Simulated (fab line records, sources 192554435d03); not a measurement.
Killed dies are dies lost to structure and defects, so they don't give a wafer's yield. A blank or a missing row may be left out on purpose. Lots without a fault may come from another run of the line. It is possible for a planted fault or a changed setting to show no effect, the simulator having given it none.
Chamber matching	flow n5Finfet	N5_STI_FIN_REVEAL_ETCHBACK_08 on rieDiel-04: 4 sister chambers
The step etches SiO2 in C4F6/O2, target depth 30.5 nm, time 10.167 s. 4 wafers are shown with their chamber, then 9 later ones without.

## WAFERS, EACH WITH ITS CHAMBER
wafer	chamber	drypumpMotorCurrentA (A)
L082.2	1	6.1
L087.5	2	5.4
L093.2	3	5.7
L093.5	0	6.4

## WAFERS WITHOUT THEIR CHAMBER
wafer	drypumpMotorCurrentA (A)
L094.1	6.1
L094.2	5.7
L094.6	5.7
L095.1	6.4
L095.3	5.5
L095.5	5.7
L096.1	5.5
L096.2	5.7
L096.3	6.1

## WHICH CHAMBER EACH WENT THROUGH
wafer	from the rows above	in truth
L094.1	1	1
L094.2	3	3
L094.6	3	3
L095.1	0	0
L095.3	2	2
L095.5	3	3
L096.1	2	2
L096.2	3	3
L096.3	1	1
Placed correctly: 9 of 9. Number that these rows cannot place: 0. Wrongly placed: 0.
How it was worked out, from the rows above alone: a wafer's distance from a chamber is the root of the sum, over the readings, of the square of ((its reading less the chamber's mean) divided by the reading's scatter). The wafer belongs to the nearest chamber; if the next one is less than 2 further off, it can't be placed. For every chamber, the mean is computed from those of its wafers that are shown. The scatter: root of mean squared gap, hidden wafer to nearest shown wafer, with one shown wafer a chamber.
